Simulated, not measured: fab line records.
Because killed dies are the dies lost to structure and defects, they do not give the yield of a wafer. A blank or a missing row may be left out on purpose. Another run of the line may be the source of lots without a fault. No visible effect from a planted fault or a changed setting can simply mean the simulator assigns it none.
fab line records	flow n5Finfet	part 2 of 2: steps 4 to 6 of 6
[record] lots = 21	wafers = 63	lastDay = 18
route steps=1938 shown FIN_SAQP@115 STI_FIN_REVEAL@191
lots with no fault: from the same line, run without faults
startH: hours from the record's opening day to when the first of the lot's shown wafers began	waitH: hours from the lot's prior step to this one	" the same as in the row above	L1.1+2: several wafers, shown together as one row	- no value, or no start given	* or withheld: withheld	< > ~ a bound
route shown NAME@n: names a module that has steps shown in the file, with the first one's number in the route	usual: average and standard deviation across the fault-free wafers	same: alike in all rows	chamber/n: place in a boat	sites: each site's reading	_std_site: the values' standard deviation	_edge_site: outer sites' mean less inner sites'	radiusMm: for every site, how far away it sits from the centre of the wafer	mask NAME#n: copy n	behind: the last tool/chamber to shape the wafer	hold: why the lot was held/for how many hours/how that ended	device: names the non-switching transistor (n, p or np)	end of line: tests run on the same wafers once the route is complete	for a step that has no rows: nothing shown but its recipe	killed: dies that structure and defects cost at the first sort, which is not the same as the wafer's yield	map: shows each die of a wafer: x if killed, . if not, _ if none is there
set.NAME: the run value of the setting; set.NAME@STEP: its run value at that earlier step	model.NAME: the simulator's own value behind a step, which no gauge read
one table for each step of the route and one row for each wafer, over a sample of lots
services: when a tool's chamber went out of use (startH, in hours from the record's first day, below 0 if earlier), for how many hours, and the reason
[[steps]]
[step N5_FIN_SAQP_ETCH_69]
[recipe] chemistry = N2/H2	target = SOC	targetDepthA = 1500	stopOn = SiNx	ionEnergyEv = 100	biasW = 61	pressureMtorr = 30	sourceW = 850	n2FlowSccm = 200	h2FlowSccm = 200
[usual] drypumpMotorCurrentA = 5.5/0.38	oesProductAu = 0.77/0.088	rfVppV = 240.6/1.5	showerheadPlenumPTorr = 2.53/0.092	throttleValvePct = 17.78/0.23
lot.wafer	tool	chamber	startH	waitH	drypumpMotorCurrentA	oesProductAu	rfHoursCounterH	rfVppV	showerheadPlenumPTorr	throttleValvePct
L074.1	rieDiel-02	0	25.32	-	5.7	0.73	150	239.0	2.46	18.00
L074.2	"	2	"	"	5.9	0.75	148	240.6	2.67	17.93
L074.3	"	1	"	"	5.0	0.67	240	241.5	2.61	17.75
L075.3	rieDiel-04	1	31.70	-	5.3	0.74	162	242.3	2.63	17.87
L075.4	"	2	"	"	4.8	0.68	244	241.0	2.49	17.96
L075.6	"	1	"	"	5.3	0.74	-	243.0	2.63	17.85
L076.3	rieDiel-05	3	37.79	-	5.7	0.69	220	239.8	2.41	18.03
L076.4	"	0	"	"	5.0	0.86	26	240.7	2.60	17.34
L076.6	"	3	"	"	5.7	0.70	-	240.7	2.41	18.03
L077.3	rieDiel-04	2	43.86	-	4.8	0.69	249	240.2	2.49	17.96
L077.4	"	1	"	"	5.3	0.74	166	241.9	2.63	17.87
L077.6	"	3	"	"	5.6	0.72	-	240.2	2.44	17.74
L078.2	rieDiel-04	1	49.14	-	5.3	0.73	168	241.2	2.63	17.86
L078.4	"	0	"	"	5.9	0.73	144	238.0	2.44	17.91
L078.5	"	3	"	"	5.6	0.72	-	238.9	2.44	17.73
L079.3	rieDiel-05	1	55.37	-	5.5	0.75	142	239.4	2.45	17.91
L079.4	"	0	"	"	5.0	0.86	33	241.2	2.60	17.35
L079.6	"	3	"	"	5.7	0.69	-	238.0	2.41	18.06
L081.1	rieDiel-04	2	69.08	-	4.8	0.97	3	239.5	2.49	17.49
L081.2	"	3	"	"	5.6	0.72	155	238.4	2.44	17.78
L081.5	"	2	"	"	4.8	0.96	-	240.8	2.49	17.49
L082.1	rieDiel-05	3	74.83	-	5.7	0.69	234	238.7	2.41	18.06
L082.4	"	2	"	"	5.9	0.74	157	242.6	2.65	17.78
L082.5	"	3	"	"	5.7	0.69	-	240.6	2.41	18.06
L083.1	rieDiel-05	3	81.45	-	5.7	0.68	237	239.3	2.41	18.06
L083.2	"	2	"	"	5.9	0.74	160	242.2	2.65	17.79
L083.5	"	1	"	"	5.5	0.75	-	239.2	2.44	17.93
L084.1	rieDiel-02	1	87.12	-	5.0	0.94	3	243.1	2.60	17.38
L084.5	"	2	"	"	5.9	0.73	-	241.3	2.66	17.97
L084.6	"	3	"	"	5.4	0.95	-	242.6	2.58	17.53
L086.1	rieDiel-02	0	100.18	-	5.7	0.72	175	239.2	2.45	18.06
L086.2	"	1	"	"	5.0	0.91	8	241.8	2.60	17.42
L086.4	"	3	"	"	5.4	0.95	12	240.1	2.58	17.53
L087.1	rieDiel-02	1	107.12	-	5.0	0.91	10	241.8	2.60	17.40
L087.2	"	3	"	"	5.3	0.93	14	241.7	2.58	17.53
L087.6	"	0	"	"	5.6	0.72	-	238.7	2.45	18.06
L088.2	rieDiel-05	2	109.94	-	5.9	0.73	170	242.2	2.65	17.80
L088.5	"	3	"	"	5.7	0.68	-	239.0	2.40	18.08
L088.6	"	0	"	"	4.9	0.82	-	242.1	2.59	17.39
L089.3	rieDiel-02	0	114.80	-	5.7	0.72	179	236.8	2.45	18.07
L089.4	"	1	"	"	5.0	0.90	13	241.5	2.60	17.40
L089.5	"	1	"	"	4.9	0.90	-	241.7	2.60	17.39
L091.1	rieDiel-04	1	127.14	-	5.3	0.71	200	241.9	2.61	17.92
L091.3	"	3	"	"	5.6	0.71	175	239.5	2.43	17.80
L091.4	"	2	"	"	4.8	0.91	23	239.0	2.48	17.52
L092.2	rieDiel-04	1	134.06	-	5.3	0.71	202	243.5	2.61	17.92
L092.5	"	2	"	"	4.8	0.90	-	240.3	2.48	17.54
L092.6	"	1	"	"	5.3	0.71	-	242.2	2.61	17.92
L093.1	rieDiel-05	0	138.44	-	5.0	0.81	66	240.3	2.58	17.41
L093.2	"	2	"	"	5.9	0.72	182	242.0	2.64	17.85
L093.3	"	1	"	"	5.5	0.73	176	238.5	2.43	17.97
L094.4	rieDiel-05	0	144.96	-	5.0	0.80	69	240.2	2.58	17.40
L094.5	"	1	"	"	5.5	0.74	-	239.1	2.43	17.97
L094.6	"	2	"	"	5.9	0.71	-	241.7	2.64	17.82
L095.2	rieDiel-04	1	150.92	-	5.3	0.71	208	242.1	2.61	17.93
L095.4	"	2	"	"	4.8	0.89	30	240.2	2.48	17.56
L095.5	"	3	"	"	5.6	0.70	-	239.5	2.43	17.81
L096.1	rieDiel-02	2	156.21	-	5.9	0.72	191	241.9	2.65	17.99
L096.2	"	0	"	"	5.7	0.71	192	239.3	2.44	18.07
L096.4	"	1	"	"	5.0	0.87	25	241.4	2.59	17.42
L097.4	rieDiel-04	0	162.90	-	5.9	0.70	190	239.9	2.42	17.99
L097.5	"	0	"	"	5.8	0.69	-	238.8	2.42	17.99
L097.6	"	1	"	"	5.3	0.70	-	241.7	2.61	17.93
[step N5_FIN_SAQP_OCD_MEAS_76]
[usual] trenchDepthNm = 120.2/2.4
lot.wafer	tool	chamber	startH	waitH	trenchDepthNm
L074.1	ocd-01	-	26.98	0.0	120.1
L074.2	"	-	"	"	118.2
L074.3	"	-	"	"	122.9
L075.3	ocd-01	-	33.08	0.0	118.4
L075.4	"	-	"	"	122.2
L075.6	"	-	"	"	121.0
L076.3	ocd-02	-	39.24	0.0	118.3
L076.4	"	-	"	"	117.5
L076.6	"	-	"	"	121.9
L077.3	ocd-02	-	45.25	0.0	122.7
L077.4	"	-	"	"	118.9
L077.6	"	-	"	"	125.8
L078.2	ocd-02	-	50.80	0.0	124.0
L078.4	"	-	"	"	120.6
L078.5	"	-	"	"	118.5
L079.3	ocd-02	-	57.04	0.0	118.0
L079.4	"	-	"	"	117.7
L079.6	"	-	"	"	118.9
L081.1	ocd-01	-	70.57	0.0	117.8
L081.2	"	-	"	"	116.0
L081.5	"	-	"	"	118.2
L082.1	ocd-01	-	76.81	0.0	119.3
L082.4	"	-	"	"	121.0
L082.5	"	-	"	"	121.0
L083.1	ocd-01	-	82.94	0.0	119.0
L083.2	"	-	"	"	121.4
L083.5	"	-	"	"	124.1
L084.1	ocd-01	-	92.41	0.0	117.5
L084.5	"	-	"	"	118.2
L084.6	"	-	"	"	120.2
L086.1	ocd-01	-	102.46	0.0	119.6
L086.2	"	-	"	"	121.7
L086.4	"	-	"	"	126.1
L087.1	ocd-01	-	108.90	0.0	122.8
L087.2	"	-	"	"	118.4
L087.6	"	-	"	"	119.6
L088.2	ocd-01	-	111.54	0.0	119.4
L088.5	"	-	"	"	121.7
L088.6	"	-	"	"	117.2
L089.3	ocd-02	-	116.29	0.0	118.4
L089.4	"	-	"	"	122.1
L089.5	"	-	"	"	117.3
L091.1	ocd-02	-	128.53	0.0	121.3
L091.3	"	-	"	"	121.8
L091.4	"	-	"	"	120.1
L092.2	ocd-01	-	135.45	0.0	118.9
L092.5	"	-	"	"	119.2
L092.6	"	-	"	"	125.4
L093.1	ocd-02	-	140.17	0.0	117.2
L093.2	"	-	"	"	120.3
L093.3	"	-	"	"	119.7
L094.4	ocd-02	-	146.35	0.0	118.9
L094.5	"	-	"	"	118.3
L094.6	"	-	"	"	119.5
L095.2	ocd-02	-	152.32	0.0	119.1
L095.4	"	-	"	"	124.8
L095.5	"	-	"	"	121.9
L096.1	ocd-01	-	158.07	0.0	126.8
L096.2	"	-	"	"	120.8
L096.4	"	-	"	"	122.9
L097.4	ocd-02	-	164.28	0.0	121.4
L097.5	"	-	"	"	121.6
L097.6	"	-	"	"	115.9
[step N5_STI_FIN_REVEAL_STRIP_24]
[recipe] chemistry = N2/H2	timeS = 90	powerW = 100	tempC = 40	pressureMtorr = 100	rfFrequencyHz = 6e+07	biasPowerW = 3	n2FlowSccm = 300	h2FlowSccm = 300
[usual] drypumpMotorCurrentA = 5.5/0.38	oesProductAu = 0.78/0.083	rfVppV = 45.3/0.8	showerheadPlenumPTorr = 3.37/0.13	throttleValvePct = 12.20/0.25
lot.wafer	tool	chamber	startH	waitH	drypumpMotorCurrentA	oesProductAu	rfHoursCounterH	rfVppV	showerheadPlenumPTorr	throttleValvePct
L074.1	rieDiel-02	0	34.18	0.0	5.6	0.74	154	44.7	3.27	12.41
L074.2	"	2	"	"	6.0	0.76	152	45.8	3.53	12.36
L074.3	"	1	"	"	5.0	0.67	244	44.9	3.46	12.29
L075.3	rieDiel-04	1	40.33	0.0	5.3	0.75	165	44.8	3.48	12.32
L075.4	"	2	"	"	4.8	0.69	247	44.6	3.31	12.47
L075.6	"	0	"	"	5.9	0.74	-	44.2	3.25	12.28
L076.3	rieDiel-02	1	46.78	0.0	5.0	0.66	250	46.6	3.45	12.32
L076.4	"	1	"	"	5.0	0.66	-	45.6	3.45	12.32
L076.6	"	0	"	"	5.7	0.74	-	44.5	3.26	12.43
L077.3	rieDiel-02	2	53.70	0.0	5.9	0.75	161	45.7	3.52	12.39
L077.4	"	0	"	"	5.6	0.74	-	45.8	3.26	12.42
L077.6	"	1	"	"	5.0	0.67	-	45.7	3.45	12.31
L078.2	rieDiel-04	1	58.07	0.0	5.3	0.74	173	46.5	3.48	12.36
L078.4	"	3	"	"	5.6	0.74	-	44.2	3.24	12.21
L078.5	"	1	"	"	5.3	0.75	-	45.4	3.48	12.34
L079.3	rieDiel-04	3	65.49	0.0	5.7	0.73	152	45.5	3.24	12.19
L079.4	"	1	"	"	5.3	0.73	177	44.3	3.48	12.34
L079.6	"	3	"	"	5.7	0.73	-	44.7	3.24	12.22
L081.1	rieDiel-02	3	78.25	0.0	5.4	0.99	4	47.1	3.43	11.85
L081.2	"	0	"	"	5.7	0.74	167	43.3	3.26	12.43
L081.5	"	0	"	"	5.7	0.74	-	45.6	3.26	12.43
L082.1	rieDiel-05	1	84.04	0.0	5.5	0.77	155	44.8	3.25	12.28
L082.4	"	2	"	"	5.9	0.75	160	45.9	3.51	12.21
L082.5	"	3	"	"	5.7	0.71	-	44.2	3.20	12.50
L083.1	rieDiel-05	2	91.82	0.0	5.9	0.74	162	45.3	3.51	12.23
L083.2	"	3	"	"	5.7	0.70	240	43.9	3.20	12.52
L083.5	"	1	"	"	5.6	0.77	-	45.8	3.25	12.31
L084.1	rieDiel-04	2	104.40	0.0	4.8	0.94	15	45.7	3.30	11.85
L084.5	"	2	"	"	4.8	0.93	-	46.1	3.30	11.85
L084.6	"	3	"	"	5.7	0.72	-	45.3	3.24	12.23
L086.1	rieDiel-02	1	110.88	0.0	5.0	0.92	12	47.0	3.45	11.75
L086.2	"	3	"	"	5.4	0.95	16	44.7	3.42	11.87
L086.4	"	2	"	"	5.9	0.73	177	46.2	3.52	12.44
L087.1	rieDiel-05	2	116.12	0.0	5.9	0.73	173	44.8	3.51	12.26
L087.2	"	3	"	"	5.8	0.69	250	44.4	3.20	12.52
L087.6	"	2	"	"	5.9	0.73	-	46.6	3.51	12.24
L088.2	rieDiel-02	0	118.76	0.0	5.7	0.73	181	45.4	3.25	12.46
L088.5	"	0	"	"	5.7	0.71	-	44.6	3.25	12.48
L088.6	"	1	"	"	5.0	0.92	-	46.2	3.44	11.74
L089.3	rieDiel-05	1	124.41	0.0	5.5	0.77	171	44.5	3.24	12.35
L089.4	"	2	"	"	5.9	0.74	-	46.9	3.51	12.26
L089.5	"	0	"	"	4.9	0.82	-	46.5	3.43	11.77
L091.1	rieDiel-04	0	135.59	0.0	5.9	0.73	180	43.6	3.23	12.35
L091.3	"	1	"	"	5.3	0.72	203	44.7	3.46	12.43
L091.4	"	2	"	"	4.8	0.91	25	45.4	3.29	11.88
L092.2	rieDiel-05	0	143.17	0.0	5.0	0.82	68	46.2	3.42	11.82
L092.5	"	3	"	"	5.7	0.95	-	43.9	3.60	11.89
L092.6	"	2	"	"	5.9	0.72	-	45.0	3.50	12.27
L093.1	rieDiel-05	3	147.29	0.0	5.7	0.93	6	46.6	3.60	11.91
L093.2	"	2	"	"	5.9	0.72	185	44.8	3.50	12.28
L093.3	"	0	"	"	5.0	0.81	70	45.5	3.42	11.80
L094.4	rieDiel-05	0	154.33	0.0	4.9	0.80	73	46.0	3.42	11.81
L094.5	"	2	"	"	5.9	0.71	-	44.6	3.50	12.31
L094.6	"	3	"	"	5.7	0.94	-	45.8	3.60	11.92
L095.2	rieDiel-05	0	159.39	0.0	4.9	0.81	74	45.0	3.42	11.84
L095.4	"	3	"	"	5.7	0.92	10	46.1	3.60	11.91
L095.5	"	2	"	"	5.9	0.71	-	44.4	3.50	12.30
L096.1	rieDiel-04	2	165.23	0.0	4.8	0.90	36	46.4	3.29	11.90
L096.2	"	1	"	"	5.3	0.70	214	45.9	3.46	12.46
L096.4	"	3	"	"	5.6	0.70	188	44.3	3.22	12.30
L097.4	rieDiel-02	0	171.76	0.0	5.7	0.71	197	45.8	3.24	12.52
L097.5	"	2	"	"	5.9	0.72	-	44.8	3.51	12.47
L097.6	"	1	"	"	5.0	0.88	-	44.0	3.44	11.76
[[services]]
tool	chamber	startH	hours	kind
rieSi-04	2	13.97	7.2	repair
rieDiel-05	-	23.58	0.9	repair
rieDiel-02	3	26.26	-	clean
rieDiel-02	3	26.26	-	consumableReplace:focusRing
rieDiel-02	3	26.26	27.9	scheduledDown
rieDiel-02	3	26.26	27.9	ventCycle
rieDiel-04	2	49.28	-	clean
rieDiel-04	2	49.28	-	consumableReplace:focusRing
rieDiel-04	2	49.28	15.3	scheduledDown
rieDiel-04	2	49.28	15.3	ventCycle
rieDiel-02	1	54.22	-	clean
rieDiel-02	1	54.22	-	consumableReplace:focusRing
rieDiel-02	1	54.22	14.8	scheduledDown
rieDiel-02	1	54.22	14.8	ventCycle
rieDiel-02	-	63.38	14.6	pm
rieSi-01	-	74.99	0.5	repair
rieSi-01	-	90.86	0.3	repair
rieDiel-04	-	99.96	4.3	pm
rieDiel-02	-	110.97	2.8	pm
rieDiel-05	0	113.45	3.9	repair
rieDiel-05	-	116.55	0.5	repair
rieDiel-04	3	144.48	1.3	repair
rieDiel-04	1	165.57	6.6	repair
rieDiel-02	1	169.13	2.1	repair
